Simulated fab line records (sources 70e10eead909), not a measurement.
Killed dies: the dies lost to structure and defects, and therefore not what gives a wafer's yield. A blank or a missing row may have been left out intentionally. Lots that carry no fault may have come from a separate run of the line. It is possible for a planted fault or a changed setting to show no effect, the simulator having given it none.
Matching of chambers    flow nand harc    NHARC_A_STAIRCASE_DEP_417 on pecvd-04 has 3 sister chambers
The step deposits Si3N4, target thk 60 nm. 6 wafers are shown with their chamber, then 7 later ones without.

== WAFERS, EACH WITH ITS CHAMBER ==
wafer   chamber  heater power w (W)
L076.6  1        803
L080.1  0        837
L080.4  1        802
L080.6  0        853
L079.3  2        771
L079.5  2        765

== WAFERS WHOSE CHAMBER IS MISSING ==
wafer   heater power w (W)
L079.6  842
L085.1  751
L085.5  835
L085.6  723
L088.2  823
L088.4  786
L088.6  737

== WHICH CHAMBER EACH ONE RAN IN ==
wafer    from the rows above       in truth
L079.6   0                         0
L085.1   2                         2
L085.5   0                         0
L085.6   2                         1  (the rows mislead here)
L088.2   can't be placed: 1 or 0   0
L088.4   can't be placed: 1 or 2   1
L088.6   2                         2
Placed correctly: 4 of 7. Cannot be placed on the basis of these rows: 2; the candidates contain the true chamber in 2. Placed wrongly: 1.
How it was worked out, from the rows above alone: a wafer's distance from a chamber is the root of the sum, over the readings, of the square of ((its reading less the chamber's mean) divided by the reading's scatter). The wafer belongs to the nearest chamber; if the next one is less than 2 further off, it can't be placed. The mean given for a chamber averages the wafers shown for that chamber. The scatter: the root of (the sum of the squares of (reading less its chamber's mean) over the shown wafers, divided by (wafers less chambers)).
